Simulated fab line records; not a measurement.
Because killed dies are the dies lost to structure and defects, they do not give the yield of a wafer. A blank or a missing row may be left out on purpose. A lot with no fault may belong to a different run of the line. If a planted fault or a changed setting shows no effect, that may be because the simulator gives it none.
fab line records | flow n5_finfet
record: lots: 6 | wafers: 18 | last_day: 17
route steps=1938 shown BEOL_M7@1311 PASSIVATION@1936
lots that met no fault: from a run of the same line without faults
start_h: start of the lot's first displayed wafer, in hours after the record's first day | wait_h: time in hours since the lot's previous step | " unchanged from the row above | L1.1+2: a row that stands for several wafers | - either no value or no given start | * or withheld: withheld | < > ~ a bound
route shown NAME@n: names a module that has steps shown in the file, with the first one's number in the route | usual: mean/standard deviation taken from wafers without a fault | same: alike in all rows | chamber/n: place in a boat | sites: each site's reading | _std_site: standard deviation of those values | _edge_site: the outer-site mean with the inner-site mean subtracted | radius_mm: for every site, how far away it sits from the centre of the wafer | mask NAME#n: copy n | behind: the last tool/chamber to shape the wafer | hold: the reason the lot was held/the length of the hold in hours/how it ended | device: the n, p or np transistor that did not switch | end of line: tests run on the same wafers once the route is complete | a step with no rows: only its recipe | killed: the dies lost at the first sort to structure and to defects; this is not the yield of the wafer | map: per-die view of a wafer (x killed, . not killed, _ where there is no die)
set.NAME: the setting the step ran with; set.NAME@STEP: the setting that earlier step ran with | model.NAME: the simulator's own value behind a step, which no gauge read
lots at selected steps of the route; one table per step, one row per wafer
services: a tool's chamber out of use, with start hour (start_h, from the record's first day; less than 0 if before it), hours out, and reason
== steps ==
step: N5_BEOL_M7_OCD_MEAS_38
usual: trench_depth_nm: 92.7/1.6
lot.wafer | tool   | chamber | start_h | wait_h | trench_depth_nm
L801.1    | ocd-02 | -       | 199.34  | -      | 90.0
L801.3    | "      | -       | "       | "      | 92.3
L801.4    | "      | -       | "       | "      | 90.2
L806.2    | ocd-02 | -       | 228.52  | -      | 94.0
L806.5    | "      | -       | "       | "      | 93.9
L806.6    | "      | -       | "       | "      | 90.8
L818.1    | ocd-01 | -       | 300.20  | -      | 96.5
L818.3    | "      | -       | "       | "      | 93.1
L818.5    | "      | -       | "       | "      | 92.1
L819.1    | ocd-02 | -       | 318.30  | -      | 93.4
L819.3    | "      | -       | "       | "      | 91.6
L819.4    | "      | -       | "       | "      | 91.5
L822.1    | ocd-01 | -       | 324.79  | -      | 96.2
L822.5    | "      | -       | "       | "      | 93.4
L822.6    | "      | -       | "       | "      | 96.3
L820.2    | ocd-01 | -       | 326.95  | -      | 93.7
L820.3    | "      | -       | "       | "      | 93.6
L820.5    | "      | -       | "       | "      | 93.5
step: N5_BEOL_M7_HM_STRIP_39
recipe: chemistry: peroxide_tin_strip | material: TiN | target_depth_a: 250 | temp_c: 50 | time_s: 158
step: N5_BEOL_M7_SRD_40
recipe: time_s: 30 | temp_c: 23 | rinse_liquid: diw | dry: ipa_marangoni
step: N5_BEOL_M7_PRECLEAN_42
recipe: chemistry: residue_remover | time_s: 60 | temp_c: 40
step: N5_BEOL_M7_SRD_43
recipe: time_s: 30 | temp_c: 23 | rinse_liquid: diw | dry: ipa_marangoni
step: N5_BEOL_M7_CD_MEAS_35
recipe: target_cd_nm: 40 | polarity: opening
usual: cd_nm: 40.4/0.62
lot.wafer | tool      | chamber | start_h | wait_h | cd_nm
L801.1    | cd_sem-01 | -       | 199.49  | 0.0    | 40.3
L801.3    | "         | -       | "       | "      | 40.1
L801.4    | "         | -       | "       | "      | 40.2
L806.2    | cd_sem-03 | -       | 228.67  | 0.0    | 40.1
L806.5    | "         | -       | "       | "      | 39.9
L806.6    | "         | -       | "       | "      | 40.8
L818.1    | cd_sem-02 | -       | 300.35  | 0.0    | 38.4
L818.3    | "         | -       | "       | "      | 39.9
L818.5    | "         | -       | "       | "      | 39.5
L819.1    | cd_sem-02 | -       | 318.45  | 0.0    | 40.4
L819.3    | "         | -       | "       | "      | 39.9
L819.4    | "         | -       | "       | "      | 41.0
L822.1    | cd_sem-02 | -       | 324.95  | 0.0    | 40.7
L822.5    | "         | -       | "       | "      | 39.6
L822.6    | "         | -       | "       | "      | 39.6
L820.2    | cd_sem-03 | -       | 327.11  | 0.0    | 40.6
L820.3    | "         | -       | "       | "      | 40.3
L820.5    | "         | -       | "       | "      | 40.6
step: N5_BEOL_M7_CURE_75
recipe: temp_c: 370 | time_s: 120 | ambient: DMADMS/He | material: SiCOH_lowk
usual: lamp_power_pct: 52.31/0.052 | wafer_temp_C_max: 371.5/0.44
lot.wafer | tool       | chamber | start_h | wait_h | lamp_power_pct | wafer_temp_C_max
L801.1    | uv_cure-03 | 1       | 199.53  | 0.0    | 52.34          | 371.6
L801.3    | "          | 1       | "       | "      | 52.34          | 371.9
L801.4    | "          | 1       | "       | "      | 52.38          | 371.5
L806.2    | uv_cure-02 | 2       | 228.76  | 0.1    | 52.37          | 371.0
L806.5    | "          | 2       | "       | "      | 52.30          | 372.0
L806.6    | "          | 2       | "       | "      | 52.35          | 371.6
L818.1    | uv_cure-02 | 0       | 300.40  | 0.0    | 52.29          | 371.5
L818.3    | "          | 0       | "       | "      | 52.23          | 371.0
L818.5    | "          | 0       | "       | "      | 52.40          | 370.9
L819.1    | uv_cure-01 | 1       | 318.68  | 0.2    | 52.27          | 371.1
L819.3    | "          | 1       | "       | "      | 52.28          | 371.2
L819.4    | "          | 1       | "       | "      | 52.38          | 371.0
L822.1    | uv_cure-02 | 0       | 325.00  | 0.0    | 52.16          | 371.2
L822.5    | "          | 0       | "       | "      | 52.28          | 371.2
L822.6    | "          | 0       | "       | "      | 52.36          | 371.2
L820.2    | uv_cure-01 | 2       | 327.25  | 0.1    | 52.28          | 370.9
L820.3    | "          | 2       | "       | "      | 52.22          | 371.2
L820.5    | "          | 2       | "       | "      | 52.37          | 371.3
step: N5_BEOL_M7_DEGAS_44
recipe: ambient: vacuum | temp_c: 250 | time_s: 60
usual: heater_power_w: 331/24
lot.wafer | tool           | chamber | start_h | wait_h | heater_power_w
L801.1    | pvd_sputter-01 | -       | 200.22  | 0.6    | 292
L801.3    | "              | -       | "       | "      | 308
L801.4    | "              | -       | "       | "      | 355
L806.2    | pvd_sputter-03 | -       | 229.47  | 0.7    | 356
L806.5    | "              | -       | "       | "      | 327
L806.6    | "              | -       | "       | "      | 315
L818.1    | pvd_sputter-03 | -       | 302.85  | 2.4    | 325
L818.3    | "              | -       | "       | "      | 316
L818.5    | "              | -       | "       | "      | 346
L819.1    | pvd_sputter-03 | -       | 319.07  | 0.3    | 307
L819.3    | "              | -       | "       | "      | 342
L819.4    | "              | -       | "       | "      | 318
L822.1    | pvd_sputter-03 | -       | 325.35  | 0.3    | 358
L822.5    | "              | -       | "       | "      | 347
L822.6    | "              | -       | "       | "      | 321
L820.2    | pvd_sputter-03 | -       | 327.77  | 0.4    | 321
L820.3    | "              | -       | "       | "      | 350
L820.5    | "              | -       | "       | "      | 317
step: N5_BEOL_M7_PRE_CLEAN_45
recipe: gas: H2/He | time_s: 30 | temp_c: 250
usual: heater_power_w: 331/25
lot.wafer | tool           | chamber | start_h | wait_h | heater_power_w
L801.1    | pvd_sputter-01 | -       | 200.26  | 0.0    | 299
L801.3    | "              | -       | "       | "      | 311
L801.4    | "              | -       | "       | "      | 350
L806.2    | pvd_sputter-03 | -       | 229.51  | 0.0    | 355
L806.5    | "              | -       | "       | "      | 324
L806.6    | "              | -       | "       | "      | 309
L818.1    | pvd_sputter-03 | -       | 302.89  | 0.0    | 330
L818.3    | "              | -       | "       | "      | 318
L818.5    | "              | -       | "       | "      | 347
L819.1    | pvd_sputter-03 | -       | 319.11  | 0.0    | 313
L819.3    | "              | -       | "       | "      | 351
L819.4    | "              | -       | "       | "      | 312
L822.1    | pvd_sputter-03 | -       | 325.39  | 0.0    | 351
L822.5    | "              | -       | "       | "      | 347
L822.6    | "              | -       | "       | "      | 314
L820.2    | pvd_sputter-03 | -       | 327.81  | 0.0    | 325
L820.3    | "              | -       | "       | "      | 352
L820.5    | "              | -       | "       | "      | 316
step: N5_BEOL_M7_ALD_77
recipe: material: TaN | target_thk_a: 20 | temp_c: 275 | ald_precursor_family: PDMAT | ald_co_reactant: NH3 | pressure_torr: 3 | carrier_flow_sccm: 1500 | pulse_time_s: 2 | purge_time_s: 3 | co_reactant_purge_time_s: 2 | co_reactant_pulse_time_s: 3 | ald_cycles: 40 | precursor_vessel_temp_c: 75 | precursor_vessel_pressure_torr: 26.25 | precursor_vessel_carrier_sccm: 1000
usual: heater_power_w: 402/28 | precursor_vessel_carrier_sccm: 999.8/2.8
same: co_reactant_pulse_time_s: 3 | pulse_time_s: 2
lot.wafer | tool         | chamber | start_h | wait_h | heater_power_w | precursor_vessel_carrier_sccm
L801.1    | ald_metal-02 | 2       | 200.33  | 0.0    | 434            | 999.3
L801.3    | "            | 1       | "       | "      | 387            | 998.0
L801.4    | "            | 3       | "       | "      | 404            | 997.0
L806.2    | ald_metal-04 | 0       | 229.57  | 0.0    | 380            | 1003.4
L806.5    | "            | 1       | "       | "      | 420            | 1003.2
L806.6    | "            | 2       | "       | "      | 371            | 999.8
L818.1    | ald_metal-01 | 2       | 302.95  | 0.0    | 398            | 1003.6
L818.3    | "            | 0       | "       | "      | 376            | 995.7
L818.5    | "            | 1       | "       | "      | 424            | 999.3
L819.1    | ald_metal-01 | 0       | 319.17  | 0.0    | 364            | 1001.5
L819.3    | "            | 3       | "       | "      | 461            | 992.7
L819.4    | "            | 1       | "       | "      | 436            | 1001.4
L822.1    | ald_metal-01 | 3       | 325.45  | 0.0    | 454            | 1002.6
L822.5    | "            | 1       | "       | "      | 425            | 995.9
L822.6    | "            | 0       | "       | "      | 364            | 999.3
L820.2    | ald_metal-01 | 2       | 327.87  | 0.0    | 399            | 998.6
L820.3    | "            | 3       | "       | "      | 447            | 996.6
L820.5    | "            | 0       | "       | "      | 365            | 997.9
step: N5_BEOL_M7_SURFACE_TREAT_79
recipe: gas: Ar | time_s: * | ion_energy_ev: * | ion_current_ma_cm2: 0.5 | pressure_mtorr: * | ar_flow_sccm: 30
usual: throttle_valve_pct: *
lot.wafer | tool           | chamber | start_h | wait_h | throttle_valve_pct
L801.1    | pvd_sputter-01 | -       | 200.86  | 0.4    | *
L801.3    | "              | -       | "       | "      | *
L801.4    | "              | -       | "       | "      | *
L806.2    | pvd_sputter-02 | -       | 229.94  | 0.2    | *
L806.5    | "              | -       | "       | "      | *
L806.6    | "              | -       | "       | "      | *
L818.1    | pvd_sputter-02 | -       | 303.30  | 0.2    | *
L818.3    | "              | -       | "       | "      | *
L818.5    | "              | -       | "       | "      | *
L819.1    | pvd_sputter-02 | -       | 319.58  | 0.3    | *
L819.3    | "              | -       | "       | "      | *
L819.4    | "              | -       | "       | "      | *
L822.1    | pvd_sputter-03 | -       | 325.75  | 0.2    | *
L822.5    | "              | -       | "       | "      | *
L822.6    | "              | -       | "       | "      | *
L820.2    | pvd_sputter-03 | -       | 328.16  | 0.2    | *
L820.3    | "              | -       | "       | "      | *
L820.5    | "              | -       | "       | "      | *
step: N5_BEOL_M7_CVD_78
recipe: material: Co | target_thk_a: 20 | temp_c: withheld | precursor: CCTBA/H2 | pressure_torr: 30 | time_s: 142.3
step: N5_BEOL_M7_SPUTTER_48
recipe: material: Cu | target_thk_a: 100 | temp_c: -20 | bias_v: 60 | power_w: 26000 | chamber_pressure_pa: 0.13 | time_s: 1.667
usual: cathode_dc_power_W: 26000/4.7 | throttle_valve_pct: 29.9/1
lot.wafer | tool           | chamber | start_h | wait_h | cathode_dc_power_W | throttle_valve_pct
L801.1    | pvd_sputter-01 | -       | 201.06  | 0.1    | 26006              | 29.4
L801.3    | "              | -       | "       | "      | 26010              | 31.2
L801.4    | "              | -       | "       | "      | 25996              | 30.6
L806.2    | pvd_sputter-03 | -       | 230.13  | 0.1    | 25993              | 32.1
L806.5    | "              | -       | "       | "      | 25999              | 29.6
L806.6    | "              | -       | "       | "      | 26001              | 30.5
L818.1    | pvd_sputter-01 | -       | 303.49  | 0.1    | 26002              | 30.2
L818.3    | "              | -       | "       | "      | 25991              | 29.6
L818.5    | "              | -       | "       | "      | 25998              | 31.4
L819.1    | pvd_sputter-03 | -       | 320.04  | 0.4    | 23107              | 31.8
L819.3    | "              | -       | "       | "      | 23123              | 28.4
L819.4    | "              | -       | "       | "      | 23120              | 30.5
L822.1    | pvd_sputter-01 | -       | 326.09  | 0.2    | 26000              | 30.5
L822.5    | "              | -       | "       | "      | 25997              | 30.1
L822.6    | "              | -       | "       | "      | 26003              | 29.4
L820.2    | pvd_sputter-03 | -       | 328.42  | 0.2    | 23115              | 29.4
L820.3    | "              | -       | "       | "      | 23109              | 30.7
L820.5    | "              | -       | "       | "      | 23110              | 30.7
step: N5_BEOL_M7_ECD_50
recipe: material: Cu | target_thk_a: 3000
step: N5_PASSIVATION_PROBE_49
usual: defect_limited_yield: 91.6/1.6 | killed_at_M0_to_M3: 31/10 | killed_at_M4_up: 14/6.3 | killed_at_contacts: 12/6.1 | killed_at_front_end: 39/12 | killed_at_other: 3.7/2.8 | killed_dies: 100/19 | killed_open: 66/14 | killed_short: 33/8.1 | sort_bin_5_function: 5.0/1.1 | sort_bin_6_memory: 3.2/0.66 | sort_bin_8_speed: 0.01/0.077 | sort_n_pass: 1080/18 | sort_yield_pct: 91.6/1.6
same: gross_dies: 1180 | killed_at_back_side: 0 | sort_bin_4_leakage[%]: 0
lot.wafer | tool      | chamber | start_h | wait_h | defect_limited_yield[%] | killed_at_M0_to_M3 | killed_at_M4_up | killed_at_contacts | killed_at_front_end | killed_at_other | killed_dies | killed_open | killed_short | sort_bin_5_function[%] | sort_bin_6_memory[%] | sort_bin_8_speed[%] | sort_n_pass | sort_yield_pct[%]
L801.1    | prober-01 | -       | 286.79  | 0.0    | 90.2                    | 64                 | 12              | 9                  | 25                  | 6               | 116         | 69          | 45           | 6.0                    | 3.6                  | 0                   | 1064        | 90.2
L801.3    | prober-01 | -       | 286.89  | 0.1    | 90.8                    | 61                 | 5               | 11                 | 27                  | 5               | 109         | 76          | 33           | 5.5                    | 3.5                  | 0                   | 1071        | 90.8
L801.4    | prober-01 | -       | 286.94  | 0.2    | 91.7                    | 29                 | 13              | 16                 | 35                  | 5               | 98          | 64          | 33           | 4.2                    | 3.8                  | 0                   | 1082        | 91.7
L820.5    | prober-02 | -       | 404.60  | 0.2    | 91.2                    | 29                 | 20              | 19                 | 36                  | 0               | 104         | 67          | 36           | 5.8                    | 2.6                  | 0                   | 1076        | 91.2
killed by level:class
L801.1 BEOL_M0_SAQP:geometric_particle:short=20 BEOL_M0_SAQP:geometric_particle:open=13 BEOL_M3:geometric_particle:open=10 STI_FIN_REVEAL:geometric_particle:open=7 MOL_CONTACT_COAG:geometric_particle:open=6 BEOL_M1:geometric_particle:open=6 GATE_CUT:geometric_particle:short=5 BEOL_M2:geometric_particle:open=4
L801.3 BEOL_M0_SAQP:geometric_particle:open=17 BEOL_M2:geometric_particle:open=12 BEOL_M0_SAQP:geometric_particle:short=11 MOL_CONTACT_COAG:geometric_particle:open=10 FIN_SAQP:geometric_particle:short=7 BEOL_M1:geometric_particle:open=7 FIN_SAQP:geometric_particle:open=6 BEOL_M3:geometric_particle:open=6
L801.4 MOL_CONTACT_COAG:geometric_particle:open=12 BEOL_M0_SAQP:geometric_particle:open=10 BEOL_M0_SAQP:geometric_particle:short=10 FIN_SAQP:geometric_particle:short=8 STI_FIN_REVEAL:geometric_particle:open=7 BEOL_M4:geometric_particle:open=7 FIN_SAQP:geometric_particle:open=5 BEOL_M2:geometric_particle:open=4
L820.5 MOL_CONTACT_COAG:geometric_particle:open=16 BEOL_M0_SAQP:geometric_particle:open=10 BEOL_M1:geometric_particle:short=7 BEOL_M2:geometric_particle:open=7 BEOL_M4:geometric_particle:open=7 GATE_CUT:geometric_particle:short=6 BEOL_M5:geometric_particle:open=6 DUMMY_GATE:geometric_particle:open=5
== services ==
tool           | chamber | start_h | hours | kind
uv_cure-01     | -       | 184.20  | 5.0   | repair
uv_cure-03     | -       | 217.02  | 2.8   | pm
ald_metal-04   | -       | 217.67  | 8.7   | pm
uv_cure-03     | -       | 225.74  | 0.6   | repair
uv_cure-03     | -       | 230.33  | 0.5   | repair
uv_cure-02     | -       | 245.75  | 14.6  | pm
uv_cure-02     | -       | 260.35  | 7.5   | pm
ald_metal-01   | 3       | 285.25  | 17.3  | repair
ald_metal-02   | -       | 299.29  | 8.7   | pm
pvd_sputter-01 | -       | 310.44  | 9.1   | repair
ald_metal-02   | -       | 314.01  | 1.5   | repair
ald_metal-01   | 2       | 318.19  | 1.8   | repair
uv_cure-03     | -       | 324.78  | 24.9  | pm
== key ==
first_sign: step: N5_BEOL_M7_SPUTTER_48 | reading: cathode_dc_power_W | direction: down | sigmas: 99+ | usual: * | struck: *
effect none on later readings
met_at N5_BEOL_M7_SPUTTER_48
struck_wafers L819.1,L819.3,L819.4,L820.2,L820.3,L820.5
onset_between 230.13 320.04
fault: kind: process_parameter_drift | tool: pvd_sputter-03 | chamber: - | onset_h: 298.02 | steps: N5_BEOL_M7_SPUTTER_48 | channel: power_w | offset: * | shape: step | end_h: 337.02 | acts_in: * | stated: *
